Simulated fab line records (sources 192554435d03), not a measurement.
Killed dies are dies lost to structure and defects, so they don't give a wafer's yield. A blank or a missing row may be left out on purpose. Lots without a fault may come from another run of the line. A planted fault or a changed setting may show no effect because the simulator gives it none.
Code-filled problem report in 8D (eight disciplines) form || flow n5Finfet || the parts of the form that need people (team, actions taken, sign-off) are left out

== 1. THE PROBLEM ==
N5_MOL_CONTACT_COAG_ETCH_67, rfFwdPowerW: mean 1033.3 W over 1 wafer from 1 lot; wafers with no fault: 835.0 W, standard deviation 2.9. That puts it +68 standard deviations away from the usual mean.
The step: etches SOC in N2/H2, target depth 60 nm, overetch 21 nm, time 101.2 s.
First seen on wafer L684.3, day 7 14:52, on rieDiel-06. At this step, 15 wafers from 5 lots have a number in the record. Rule for "out", or "out of limits": more than 4 standard deviations from the usual mean. The other wafers with a number count as sound.

== 2. WHAT IT IS, AND WHAT IT ISN'T ==
{"question": "which readings at this step", "is": "rfFwdPowerW, rfVppV", "is not": "biasW, chamberPressureMTorr, oesProductAu, showerheadPlenumPTorr, throttleValvePct"}
{"question": "which lots", "is": "L684", "is not": "L674, L677, L690, L691"}
{"question": "which wafers of those lots", "is": "L684.3", "is not": "L684.2, L684.4"}
{"question": "read on which tools", "is": "rieDiel-06", "is not": "rieDiel-03, rieDiel-04"}
{"question": "when", "is": "from day 7 14:52", "is not": "up to then (8 sound wafers); but 6 sound wafers of L690, L691 came after"}

== 3. WHAT RULES OUT EACH SUSPECT ==
Counting: a tool at a process step up to the reading stays a suspect if it ran every lot that is out. Sound lots after the first of them don't rule it out here, since some wafers of a struck lot are sound.
- rieDiel-04 at N5_MOL_CONTACT_COAG_DESCUM_45 (chemistry O2, time 7 s): kept. It ran the lot that is out, L684 (day 7 14:28); its last sound lot up to then is L674 (day 5 04:02).
- rieDiel-04 at N5_MOL_CONTACT_COAG_ETCH_65 (etches underlayer in N2/H2, target depth 13 nm, time 10.4 s): kept. It ran the lot that is out, L684 (day 7 14:30); its last sound lot up to then is L674 (day 5 04:04).
- rieDiel-04 at N5_MOL_CONTACT_COAG_ETCH_66 (etches SiARC in CF4, target depth 13 nm, time 21.7 s): kept. It ran the lot that is out, L684 (day 7 14:31); its last sound lot up to then is L674 (day 5 04:05).
- aldSin-03 at N5_MOL_CONTACT_COAG_ALD_133 (deposits SiO2, target thk 5 nm, pulse time 1 s, co reactant pulse time 1 s): kept. It ran the lot that is out, L684 (day 7 14:36).
- rieDiel-06 at N5_MOL_CONTACT_COAG_ETCHBACK_134 (etches SiO2 in CHF3, target depth 10 nm, time 6.7 s): kept. It ran the lot that is out, L684 (day 7 14:50); its last sound lot up to then is L677 (day 5 21:09).
- rieDiel-06 at N5_MOL_CONTACT_COAG_ETCH_67 (etches SOC in N2/H2, target depth 60 nm, overetch 21 nm, time 101.2 s): kept. It ran the lot that is out, L684 (day 7 14:52); its last sound lot up to then is L677 (day 5 21:11). Its own readings are out on those wafers: rfFwdPowerW, rfVppV.
- Within rieDiel-04 at N5_MOL_CONTACT_COAG_DESCUM_45: the wafers that are out ran in chamber 2; their sound lot-mates ran in chambers 0, 3.
- Within rieDiel-04 at N5_MOL_CONTACT_COAG_ETCH_65: the wafers that are out ran in chamber 2; their sound lot-mates ran in chambers 0, 3.
- Within rieDiel-04 at N5_MOL_CONTACT_COAG_ETCH_66: the wafers that are out ran in chamber 2; their sound lot-mates ran in chambers 0, 3.
- Within aldSin-03 at N5_MOL_CONTACT_COAG_ALD_133: the wafers that are out ran in chamber 3; their sound lot-mates ran in chambers 0, 1.
- Within rieDiel-06 at N5_MOL_CONTACT_COAG_ETCHBACK_134: the wafers that are out ran in chamber 3; their sound lot-mates ran in chambers 0, 2.
- Within rieDiel-06 at N5_MOL_CONTACT_COAG_ETCH_67: the wafers that are out ran in chamber 3; their sound lot-mates ran in chambers 0, 2.
Left after counting: rieDiel-04 at N5_MOL_CONTACT_COAG_DESCUM_45, rieDiel-04 at N5_MOL_CONTACT_COAG_ETCH_65, rieDiel-04 at N5_MOL_CONTACT_COAG_ETCH_66, aldSin-03 at N5_MOL_CONTACT_COAG_ALD_133, rieDiel-06 at N5_MOL_CONTACT_COAG_ETCHBACK_134, rieDiel-06 at N5_MOL_CONTACT_COAG_ETCH_67.

== 4. THE CAUSE (what the simulator had put in) ==
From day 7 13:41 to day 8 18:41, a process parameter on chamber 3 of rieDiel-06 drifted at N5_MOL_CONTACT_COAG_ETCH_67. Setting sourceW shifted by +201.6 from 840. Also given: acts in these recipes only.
Counting left 6 suspects, and this tool is among them.

== 5. THE EFFECT CHAIN, in route order ==
Each row: a reading whose mean over the struck wafers that have a number lies more than 3 standard deviations from the usual. Readings are gone through only where the record gives a usual standard deviation; hours: the median, over the lots, of the time from a lot's start at the first step in this table giving one to that lot's start at this step; sigmas: the change measured in usual standard deviations.
{"hours": 0, "step": "N5_MOL_CONTACT_COAG_ETCH_67", "reading": "rfFwdPowerW", "usual": "835.0 W", "on struck wafers": 1033.3, "change": "+198.3", "sigmas": "+68"}
{"hours": 0, "step": "N5_MOL_CONTACT_COAG_ETCH_67", "reading": "rfVppV", "usual": "524.6 V", "on struck wafers": 489.3, "change": -35.3, "sigmas": -15}
It contains these process steps:
- N5_MOL_CONTACT_COAG_ETCH_67: etches SOC in N2/H2, target depth 60 nm, overetch 21 nm, time 101.2 s.
Later steps that measure or inspect, where all struck wafers having a row at the step show a number for every such reading and not one has moved that far: N5_BEOL_M4_RC_MEAS_101.

== 6. HOW IT WOULD HAVE BEEN CAUGHT EARLIER ==
In this record the first reading out of limits was taken at day 7 14:52, 1 hour after the fault began at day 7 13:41.
